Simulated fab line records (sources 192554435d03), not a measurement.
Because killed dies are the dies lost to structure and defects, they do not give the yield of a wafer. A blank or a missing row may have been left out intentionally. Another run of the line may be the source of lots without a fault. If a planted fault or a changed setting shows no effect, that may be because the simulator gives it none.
One fault through the eyes of 2 desks / flow n5-finfet / what lay behind the numbers comes last; until then each desk has only its own

## THE METROLOGY DESK
Lot by lot, what the gauges showed, no matter which tool ran the lot: averages of those sampled wafers that carry a number. If a lot's mean is further than 4 standard deviations from the usual mean, the lot is out of limits and carries the mark OUT (the distance appears in the brackets). Readings shown: 7 of its 11, picked as those furthest out on some lot.
Columns: A = DIBL_N at N5_BEOL_M4_RC_MEAS_101, usual 35.9 mV/V; B = IOFF_P at N5_BEOL_M4_RC_MEAS_101, usual 0.208 nA/um; C = ION_N at N5_BEOL_M4_RC_MEAS_101, usual 672 uA/um; D = ION_P at N5_BEOL_M4_RC_MEAS_101, usual 462 uA/um; E = SS_N at N5_BEOL_M4_RC_MEAS_101, usual 71.5 mV/dec; F = VT_N at N5_BEOL_M4_RC_MEAS_101, usual 250.4 mV; G = VT_P at N5_BEOL_M4_RC_MEAS_101, usual -250.5 mV
lot=L827; first seen here=day 2 06:38; A=37.0; B=0.265; C=677; D=472; E=72.2; F=247.5; G=-245.5
lot=L828; first seen here=day 2 12:46; A=35.5; B=0.195; C=673; D=461; E=71.2; F=250.7; G=-251.1
lot=L830; first seen here=day 3 00:46; A=36.5; B=0.225; C=679; D=469; E=71.6; F=249.5; G=-249.8
lot=L837; first seen here=day 4 18:38; A=35.9; B=0.189; C=659; D=452; E=71.4; F=252.0; G=-252.1
lot=L838; first seen here=day 5 00:46; A=36.7; B=0.239; C=676; D=465; E=72.1; F=245.2; G=-247.5
lot=L842; first seen here=day 6 00:38; A=35.5; B=0.195; C=675; D=459; E=71.2; F=250.3; G=-250.0
lot=L843; first seen here=day 6 06:38; A=33.9; B=0.216; C=674; D=468; E=70.9; F=251.1; G=-247.3
lot=L844; first seen here=day 6 12:46; A=34.5; B=0.198; C=676; D=465; E=71.4; F=251.0; G=-251.8
lot=L845; first seen here=day 6 18:46; A=36.7; B=0.221; C=687; D=467; E=71.5; F=248.2; G=-249.1
Result from this desk: across the 9 lots, nothing is out of limits.

## TOOL OWNER'S DESK, krf-scanner-02
The tool's own readings at N5_WELL_APT_EXPOSE_05 (exposes mask NWELL, defocus 0 nm, target cd 200 nm): means of the sampled wafers that have a number, for each lot that ran on this tool. If a lot's mean is further than 4 standard deviations from the usual mean, the lot is out of limits and carries the mark OUT (the distance appears in the brackets).
Columns: A = exposure-dose-mJ-cm2 at N5_WELL_APT_EXPOSE_05, usual 20.283; B = focus-offset-nm at N5_WELL_APT_EXPOSE_05, usual -0.1 nm
lot=L827; first seen here=day 2 07:38; A=20.275; B=0.1
lot=L828; first seen here=day 2 13:32; A=20.268; B=0.7
lot=L830; first seen here=day 3 01:33; A=20.259; B=-0.7
lot=L837; first seen here=day 4 19:31; A=20.964 (+34) OUT; B=-0.7
lot=L838; first seen here=day 5 02:11; A=20.820 (+27) OUT; B=-0.3
This desk's verdict: out of limits on L837, L838, starting with L837 at day 4 19:31 (exposure-dose-mJ-cm2 at N5_WELL_APT_EXPOSE_05). In limits: L827, L828, L830.

## BROUGHT TOGETHER
On L837, L838, at day 4 19:31, an alarm was possible from the tool owner's desk.
Nothing out of limits was seen by the metrology desk.
The metrology desk has L837, L838 on record, within its limits.
The lots listed all ran N5_WELL_APT_EXPOSE_05 on krf-scanner-02.

## WHAT THE SIMULATOR HAD PUT IN
Process parameters drifting: krf-scanner-02 at N5_WELL_APT_EXPOSE_05, beginning at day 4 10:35. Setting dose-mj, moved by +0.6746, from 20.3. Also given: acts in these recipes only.
Struck lots among those shown: L837, L838.
Hours from the fault's start to each desk's first reading out of limits: the tool owner's desk, 9.
